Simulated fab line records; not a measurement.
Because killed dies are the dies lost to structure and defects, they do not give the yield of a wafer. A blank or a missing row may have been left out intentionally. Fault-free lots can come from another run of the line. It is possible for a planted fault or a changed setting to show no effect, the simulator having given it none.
What tool caused it? ; flow nand-harc ; 72 wafers from 24 lots sampled at 3 of the route's 1159 steps

== WHAT THE GAUGES READ, wafer by wafer ==
NHARC_A_START_INSPECT_01. Usual: raw-defect-count at 3.5, with a standard deviation of 1.8.
lot;measured;on;raw-defect-count;flag
L074;day 6 10:38;defect-inspect-02;7 3 2;
L075;day 6 11:44;defect-inspect-02;3 6 6;
L077;day 6 22:16;defect-inspect-01;3 2 4;
L076;day 7 02:49;defect-inspect-02;3 2 4;
L078;day 7 11:31;defect-inspect-02;4 4 4;
L079;day 7 22:02;defect-inspect-01;5 5 3;
L080;day 8 01:18;defect-inspect-02;2 2 1;
L082;day 8 09:09;defect-inspect-01;4 3 3;
L083;day 8 09:30;defect-inspect-02;4 5 3;
L081;day 8 09:50;defect-inspect-01;3 9 0;
L085;day 9 01:56;defect-inspect-02;6 2 4;
L084;day 9 02:26;defect-inspect-01;1 2 4;
L086;day 9 23:39;defect-inspect-01;2 5 2;
L088;day 10 00:28;defect-inspect-01;3 1 2;
L087;day 10 01:10;defect-inspect-01;2 1 4;
L089;day 10 10:31;defect-inspect-01;1 2 3;
L090;day 10 11:41;defect-inspect-01;3 8 4;
L091;day 11 01:43;defect-inspect-02;6 8 5;
L092;day 11 02:21;defect-inspect-01;5 5 6;
L093;day 11 04:21;defect-inspect-02;1 4 8;
L094;day 11 16:13;defect-inspect-01;3 2 3;
L095;day 11 20:14;defect-inspect-02;5 4 5;
L096;day 11 20:52;defect-inspect-01;4 2 1;
L097;day 12 20:14;defect-inspect-02;5 7 3;

NHARC_A_ONON_D1_THK_MEAS_21: measures by ellipsometry. Usual: thk-nm at 1001 nm, with a standard deviation of 13.
lot;measured;on;thk-nm (nm);flag
L074;day 7 21:55;film-metro-02;991 992 990;
L075;day 7 21:42;film-metro-01;994 995 996;
L077;day 8 12:51;film-metro-02;1012 1014 1014;
L076;day 8 12:51;film-metro-01;1012 1011 1011;
L078;day 8 23:10;film-metro-01;968 969 969;
L079;day 9 10:28;film-metro-02;996 996 996;
L080;day 9 10:37;film-metro-01;1016 1015 1017;
L082;day 9 19:19;film-metro-02;996 997 998;
L083;day 9 19:20;film-metro-01;1011 1013 1012;
L081;day 9 19:20;film-metro-02;1006 1007 1008;
L085;day 10 11:22;film-metro-02;978 979 977;
L084;day 10 11:22;film-metro-01;1004 1005 1006;
L086;day 11 09:59;film-metro-02;984 986 984;
L088;day 11 10:07;film-metro-02;1021 1022 1020;
L087;day 11 10:07;film-metro-01;1005 1004 1006;
L089;day 11 19:46;film-metro-01;985 984 985;
L090;day 11 19:49;film-metro-02;987 986 987;
L091;day 12 12:19;film-metro-02;1011 1010 1010;
L092;day 12 12:19;film-metro-01;1011 1013 1013;
L093;day 12 12:20;film-metro-02;997 999 1000;
L094;day 13 11:48;film-metro-01;1020 1021 1023;
L095;day 13 12:10;film-metro-02;1004 1005 1005;
L096;day 13 11:56;film-metro-01;1000 998 999;
L097;day 14 09:21;film-metro-02;996 996 996;

NHARC_A_CHANNEL_HOLE_D1_INSPECT_12. Usual: raw-defect-count at 5.9, with a standard deviation of 2.5.
lot;measured;on;raw-defect-count;flag
L074;day 8 04:38;defect-inspect-01;6 4 2;
L075;day 8 03:55;defect-inspect-02;3 6 10;
L077;day 8 18:11;defect-inspect-01;5 4 5;
L076;day 8 19:22;defect-inspect-01;8 9 9;
L078;day 9 08:16;defect-inspect-01;7 12 7;
L079;day 9 17:20;defect-inspect-02;2 3 6;
L080;day 9 17:45;defect-inspect-01;3 7 3;
L082;day 10 00:30;defect-inspect-02;8 8 2;
L083;day 10 00:38;defect-inspect-02;10 6 7;
L081;day 10 01:13;defect-inspect-02;8 7 5;
L085;day 10 18:16;defect-inspect-02;7 9 6;
L084;day 10 16:26;defect-inspect-01;11 9 10;
L086;day 11 15:20;defect-inspect-01;6 13 7;
L088;day 11 16:50;defect-inspect-01;6 5 6;
L087;day 11 17:16;defect-inspect-01;5 8 9;
L089;day 12 01:48;defect-inspect-01;8 4 3;
L090;day 12 02:06;defect-inspect-02;3 6 3;
L091;day 12 17:43;defect-inspect-02;6 7 9;
L092;day 12 17:21;defect-inspect-01;7 3 4;
L093;day 12 17:51;defect-inspect-02;11 9 4;
L094;day 13 20:26;defect-inspect-01;4 3 5;
L095;day 13 22:09;defect-inspect-01;1 2 5;
L096;day 13 20:55;defect-inspect-01;3 5 5;
L097;day 14 15:28;defect-inspect-02;3 7 7;

== EACH LOT AND THE TOOL THAT RAN IT (in order: tool; ch and the chambers of the sampled wafers; start) ==
There is no process step in the record ahead of these readings.

== WHAT THE TOOLS THEMSELVES READ (means of the sampled wafers that have a number; where no wafer has one, the mark that the record gives instead) ==
The record holds no such reading with a usual standard deviation.

== THE ANSWER, worked out from the rows above alone ==
Rule: a lot is off if the mean of its wafers that have a number lies more than 3 standard deviations from the usual mean. A lot without any number at a reading at which 4 lots or more have one is off too. All remaining lots with rows at the step are treated as sound. Order of review: gauges by route order, followed by the tools' own readings, for which a lot's mean as printed above is used. The first step at which some lot is off is used, and at that step the reading that is off furthest; a lot without a number counts as furthest.
No lot is off on any of the readings shown, so nothing can be concluded from this.

== WHAT THE SIMULATOR PUT IN ==
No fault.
